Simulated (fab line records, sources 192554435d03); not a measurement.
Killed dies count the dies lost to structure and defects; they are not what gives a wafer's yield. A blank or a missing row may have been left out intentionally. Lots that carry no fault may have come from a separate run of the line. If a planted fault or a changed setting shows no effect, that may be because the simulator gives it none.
Problem report in the 8D (eight disciplines) form, filled by code ; flow n5 finfet ; the parts of the form that need people (team, actions taken, sign-off) are left out

1. THE ISSUE
At N5_MOL_CONTACT_COAG_COAT_63, spin speed rpm averages 1546.6 rpm over 6 wafers from 2 lots, while fault-free wafers read 1500.0 rpm, standard deviation 1. Relative to the usual mean, that is a shift of +47 standard deviations.
The step: time 60 s, resist thk 10 nm.
First observed at day 7 04:04: wafer L425.3, on litho track-01. The record holds 27 wafers of 9 lots with a number at this step. By rule, "out" or "out of limits" means more than 4 standard deviations away from the usual mean. All remaining wafers that have a number are taken as sound.

2. WHAT IT IS; WHAT IT IS NOT
question;is;is not
which readings at this step;spin speed rpm;-
which lots;L425, L427;L419, L420, L423, L438, L439, L440, L441
which wafers of those lots;all that have a number;-
read on which tools;litho track-01;litho track-03, litho track-05
when;from day 7 04:04;"up to then (9 sound wafers); but 12 sound wafers of L438, L439, L440, L441 came after"

3. WHAT RULES OUT EACH SUSPECT
Counting: a tool at a process step up to the reading stays a suspect if it ran every lot that is out and no sound lot after the first of them.
- rie diel-05 at N5_MOL_CONTACT_COAG_ETCHBACK_135 (etches SiO2 in CHF3, target depth 25 nm, time 16.7 s): kept. It ran every lot that is out, first L425 (day 7 03:40), and no sound lot after that.
- litho track-01 at N5_MOL_CONTACT_COAG_COAT_63 (time 60 s, resist thk 10 nm): ruled out as a lasting fault. Following L425 (day 7 04:04), the first lot on it that is out, the sound lots L438, L441 were run on it.
After counting, what remains is rie diel-05 at N5_MOL_CONTACT_COAG_ETCHBACK_135.

4. THE CAUSE (what the simulator had put in)
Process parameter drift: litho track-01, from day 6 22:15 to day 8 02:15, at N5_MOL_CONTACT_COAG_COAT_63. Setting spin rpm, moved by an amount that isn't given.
Counting ruled it out, wrongly.

5. SEQUENCE OF EFFECTS, ordered by route
One row per reading whose mean, taken over the struck wafers that have a number, lies over 3 standard deviations from the usual. Only readings for which the record gives a usual standard deviation are gone through. hours: the time from each lot's start at the first step in this table that gives one to its start at this step, as a median over the lots. sigmas: the change in usual standard deviations.
hours;step;reading;usual;on struck wafers;change;sigmas
0;N5_MOL_CONTACT_COAG_COAT_63;spin speed rpm;1500.0 rpm;1546.6;+46.6;+47
It contains these process steps:
- N5_MOL_CONTACT_COAG_COAT_63: time 60 s, resist thk 10 nm.
Later measuring or inspecting steps at which every struck wafer that the step has a row for has a number for every such reading, and none has moved that far: N5_BEOL_M4_RC_MEAS_101.

6. HOW IT WOULD HAVE BEEN CAUGHT EARLIER
The fault began at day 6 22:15; the first out-of-limits reading in this record came at day 7 04:04, 6 hours later.
